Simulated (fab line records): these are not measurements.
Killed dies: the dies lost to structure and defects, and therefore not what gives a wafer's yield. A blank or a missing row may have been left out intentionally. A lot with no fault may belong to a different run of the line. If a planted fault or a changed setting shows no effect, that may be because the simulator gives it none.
Chamber matching -- flow n5-finfet -- 4 sister chambers for N5_MOL_CONTACT_COAG_ETCH_91 on rie-diel-06
The step etches SOC in N2/H2, target depth 60 nm, overetch 21 nm, time 101.2 s. 14 wafers are shown with their chamber, then 7 later ones without.

== WAFERS, EACH WITH ITS CHAMBER ==
wafer,chamber,throttle-valve-pct (%),oes-product-au (a.u.),showerhead-plenum-p-Torr (Torr)
L076.4,1,17.91,0.80,2.50
L076.5,2,18.28,0.63,2.57
L076.6,3,17.65,0.74,2.48
L083.2,1,17.93,0.77,2.49
L083.3,3,17.69,0.72,2.47
L083.5,3,17.71,0.72,2.47
L085.1,3,17.71,0.73,2.47
L085.4,3,17.71,0.72,2.47
L085.5,0,18.03,0.56,2.52
L087.1,3,17.71,0.72,2.47
L087.5,3,17.73,0.72,2.47
L087.6,1,17.96,0.75,2.48
L088.4,1,17.97,0.75,2.48
L088.5,2,18.30,0.63,2.56

SIGNATURES (averages over the wafers above)
reading,chamber 0,chamber 1,chamber 2,chamber 3,scatter within a chamber
throttle-valve-pct,18.0300,17.9425,18.2900,17.7014,0.0252
oes-product-au,0.5600,0.7675,0.6300,0.7243,0.0143
showerhead-plenum-p-Torr,2.5200,2.4875,2.5650,2.4714,0.00641
Rule: a wafer lies at a distance from a chamber equal to the root of the sum of squares, over the readings, of (its reading less the chamber's mean, divided by the reading's scatter). The wafer belongs to the nearest chamber; if the next one is less than 2 further off, it can't be placed. The scatter: take each reading less its chamber's mean, square it, sum over the shown wafers, divide by the number of wafers less the number of chambers, and take the root.

== WAFERS WHOSE CHAMBER IS MISSING ==
wafer,throttle-valve-pct (%),oes-product-au (a.u.),showerhead-plenum-p-Torr (Torr)
L088.6,17.72,0.72,2.47
L090.4,17.97,0.74,2.48
L090.5,17.96,0.74,2.48
L090.6,18.31,0.64,2.56
L097.3,17.75,0.69,2.46
L097.4,18.34,0.62,2.55
L097.5,18.01,0.73,2.47

== THE CHAMBER EACH PASSED THROUGH ==
wafer,from the rows above,in truth
L088.6,3,3
L090.4,1,1
L090.5,1,1
L090.6,2,2
L097.3,3,3
L097.4,2,2
L097.5,1,1
Placed correctly: 7 of 7. Number that these rows cannot place: 0. Wrongly placed: 0.
